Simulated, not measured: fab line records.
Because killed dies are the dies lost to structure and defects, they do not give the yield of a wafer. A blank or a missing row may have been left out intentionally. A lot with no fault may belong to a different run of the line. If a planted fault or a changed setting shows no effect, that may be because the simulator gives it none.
Chamber matching    flow nandHarc    4 sister chambers for NHARC_A_BLC_STRIP_29 on rieDiel-02
The step strips in CF4. 8 wafers are shown with their chamber, then 11 later ones without.

== WAFERS PAIRED WITH THEIR CHAMBERS ==
wafer   chamber  oesProductAu (a.u.)  rfVppV (V)
L090.6  1        1.016                59.2
L088.2  3        0.979                59.5
L088.3  2        0.974                59.3
L088.6  0        1.012                59.5
L089.1  3        0.985                59.4
L089.2  0        1.020                58.4
L089.5  1        1.014                59.4
L091.1  2        0.976                59.4

== WAFERS WHOSE CHAMBER IS MISSING ==
wafer   oesProductAu (a.u.)  rfVppV (V)
L091.4  0.987                60.2
L091.6  1.023                59.4
L094.1  1.001                59.9
L094.4  1.031                58.5
L094.6  1.015                58.9
L096.2  1.025                58.6
L096.4  0.990                59.3
L096.5  0.984                58.6
L097.2  0.983                59.2
L097.4  0.999                59.5
L097.6  1.019                58.4

== CHAMBER TAKEN BY EACH ==
wafer   from the rows above           in truth
L091.4  can't be placed: 3 or 2       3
L091.6  can't be placed: 1 or 0       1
L094.1  can't be placed: 1 or 0 or 3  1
L094.4  can't be placed: 0 or 1       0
L094.6  can't be placed: 0 or 1       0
L096.2  can't be placed: 0 or 1       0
L096.4  can't be placed: 3 or 2       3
L096.5  can't be placed: 3 or 2       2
L097.2  can't be placed: 3 or 2       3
L097.4  can't be placed: 1 or 3 or 0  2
L097.6  can't be placed: 0 or 1       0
Placed correctly: 0 of 11. Unplaceable from these rows: 11, with the true chamber sitting among the candidates in 10. Placed wrongly: 0.
How it was worked out, from the rows above alone: a wafer's distance from a chamber is the root of the sum, over the readings, of the square of ((its reading less the chamber's mean) divided by the reading's scatter). If the next closest chamber is less than 2 further off than the closest, the wafer can't be placed; otherwise it belongs to the closest. For every chamber, the mean is computed from those of its wafers that are shown. The scatter: the root of (the sum of the squares of (reading less its chamber's mean) over the shown wafers, divided by (wafers less chambers)).
